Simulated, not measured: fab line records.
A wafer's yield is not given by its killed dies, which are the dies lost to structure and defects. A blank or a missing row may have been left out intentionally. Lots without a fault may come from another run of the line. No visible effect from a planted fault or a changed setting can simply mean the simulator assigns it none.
Matching of chambers / flow n5Finfet / N5_BEOL_M8_STRIP_36 on rieDiel-02 has 4 sister chambers
The step strips in N2/H2. 18 wafers are shown with their chamber, then 9 later ones without.

## EACH WAFER AND ITS CHAMBER
wafer=L076.1; chamber=3; throttleValvePct (%)=23.8; drypumpMotorCurrentA (A)=5.9; showerheadPlenumPTorr (Torr)=2.49
wafer=L076.4; chamber=1; throttleValvePct (%)=24.1; drypumpMotorCurrentA (A)=5.9; showerheadPlenumPTorr (Torr)=2.46
wafer=L076.6; chamber=3; throttleValvePct (%)=23.8; drypumpMotorCurrentA (A)=5.9; showerheadPlenumPTorr (Torr)=2.49
wafer=L078.2; chamber=2; throttleValvePct (%)=23.7; drypumpMotorCurrentA (A)=5.8; showerheadPlenumPTorr (Torr)=2.57
wafer=L078.3; chamber=1; throttleValvePct (%)=24.1; drypumpMotorCurrentA (A)=5.9; showerheadPlenumPTorr (Torr)=2.46
wafer=L078.6; chamber=0; throttleValvePct (%)=24.5; drypumpMotorCurrentA (A)=5.3; showerheadPlenumPTorr (Torr)=2.52
wafer=L084.1; chamber=0; throttleValvePct (%)=24.5; drypumpMotorCurrentA (A)=5.3; showerheadPlenumPTorr (Torr)=2.52
wafer=L084.4; chamber=0; throttleValvePct (%)=24.5; drypumpMotorCurrentA (A)=5.3; showerheadPlenumPTorr (Torr)=2.52
wafer=L084.6; chamber=1; throttleValvePct (%)=24.1; drypumpMotorCurrentA (A)=5.8; showerheadPlenumPTorr (Torr)=2.45
wafer=L086.2; chamber=3; throttleValvePct (%)=23.9; drypumpMotorCurrentA (A)=5.9; showerheadPlenumPTorr (Torr)=2.49
wafer=L086.3; chamber=1; throttleValvePct (%)=24.1; drypumpMotorCurrentA (A)=5.8; showerheadPlenumPTorr (Torr)=2.45
wafer=L086.4; chamber=0; throttleValvePct (%)=24.5; drypumpMotorCurrentA (A)=5.3; showerheadPlenumPTorr (Torr)=2.51
wafer=L092.1; chamber=1; throttleValvePct (%)=24.1; drypumpMotorCurrentA (A)=5.9; showerheadPlenumPTorr (Torr)=2.44
wafer=L092.2; chamber=0; throttleValvePct (%)=24.5; drypumpMotorCurrentA (A)=5.3; showerheadPlenumPTorr (Torr)=2.51
wafer=L092.3; chamber=3; throttleValvePct (%)=23.9; drypumpMotorCurrentA (A)=5.9; showerheadPlenumPTorr (Torr)=2.48
wafer=L093.1; chamber=3; throttleValvePct (%)=23.9; drypumpMotorCurrentA (A)=5.9; showerheadPlenumPTorr (Torr)=2.48
wafer=L093.2; chamber=0; throttleValvePct (%)=24.5; drypumpMotorCurrentA (A)=5.3; showerheadPlenumPTorr (Torr)=2.51
wafer=L093.3; chamber=1; throttleValvePct (%)=24.1; drypumpMotorCurrentA (A)=5.9; showerheadPlenumPTorr (Torr)=2.44

SIGNATURES, as means of the wafers listed above
reading=throttleValvePct; chamber 0=24.500; chamber 1=24.100; chamber 2=23.700; chamber 3=23.860; scatter within a chamber=0.0293
reading=drypumpMotorCurrentA; chamber 0=5.300; chamber 1=5.867; chamber 2=5.800; chamber 3=5.900; scatter within a chamber=0.0309
reading=showerheadPlenumPTorr; chamber 0=2.5150; chamber 1=2.4500; chamber 2=2.5700; chamber 3=2.4860; scatter within a chamber=0.00692
Rule: for each reading, subtract the chamber's mean from the wafer's reading, divide by that reading's scatter and square the result; add these up over the readings and take the root, which gives the wafer's distance from the chamber. If the next closest chamber is less than 2 further off than the closest, the wafer can't be placed; otherwise it belongs to the closest. The scatter: the root of (the sum of the squares of (reading less its chamber's mean) over the shown wafers, divided by (wafers less chambers)).

## WAFERS MISSING THEIR CHAMBER
wafer=L093.4; throttleValvePct (%)=23.7; drypumpMotorCurrentA (A)=5.7; showerheadPlenumPTorr (Torr)=2.56
wafer=L093.5; throttleValvePct (%)=23.9; drypumpMotorCurrentA (A)=5.9; showerheadPlenumPTorr (Torr)=2.48
wafer=L093.6; throttleValvePct (%)=24.5; drypumpMotorCurrentA (A)=5.3; showerheadPlenumPTorr (Torr)=2.51
wafer=L091.1; throttleValvePct (%)=23.9; drypumpMotorCurrentA (A)=5.9; showerheadPlenumPTorr (Torr)=2.48
wafer=L091.2; throttleValvePct (%)=23.7; drypumpMotorCurrentA (A)=5.7; showerheadPlenumPTorr (Torr)=2.55
wafer=L091.4; throttleValvePct (%)=24.2; drypumpMotorCurrentA (A)=5.9; showerheadPlenumPTorr (Torr)=2.44
wafer=L096.1; throttleValvePct (%)=23.7; drypumpMotorCurrentA (A)=5.7; showerheadPlenumPTorr (Torr)=2.55
wafer=L096.2; throttleValvePct (%)=24.2; drypumpMotorCurrentA (A)=5.9; showerheadPlenumPTorr (Torr)=2.44
wafer=L096.4; throttleValvePct (%)=24.2; drypumpMotorCurrentA (A)=5.9; showerheadPlenumPTorr (Torr)=2.44

## WHICH CHAMBER EACH WENT THROUGH
wafer=L093.4; from the rows above=2; in truth=2
wafer=L093.5; from the rows above=3; in truth=3
wafer=L093.6; from the rows above=0; in truth=0
wafer=L091.1; from the rows above=3; in truth=3
wafer=L091.2; from the rows above=2; in truth=2
wafer=L091.4; from the rows above=1; in truth=1
wafer=L096.1; from the rows above=2; in truth=2
wafer=L096.2; from the rows above=1; in truth=1
wafer=L096.4; from the rows above=1; in truth=1
Correct placement for 9 of the 9. Left unplaced by these rows: 0. Number placed wrongly: 0.
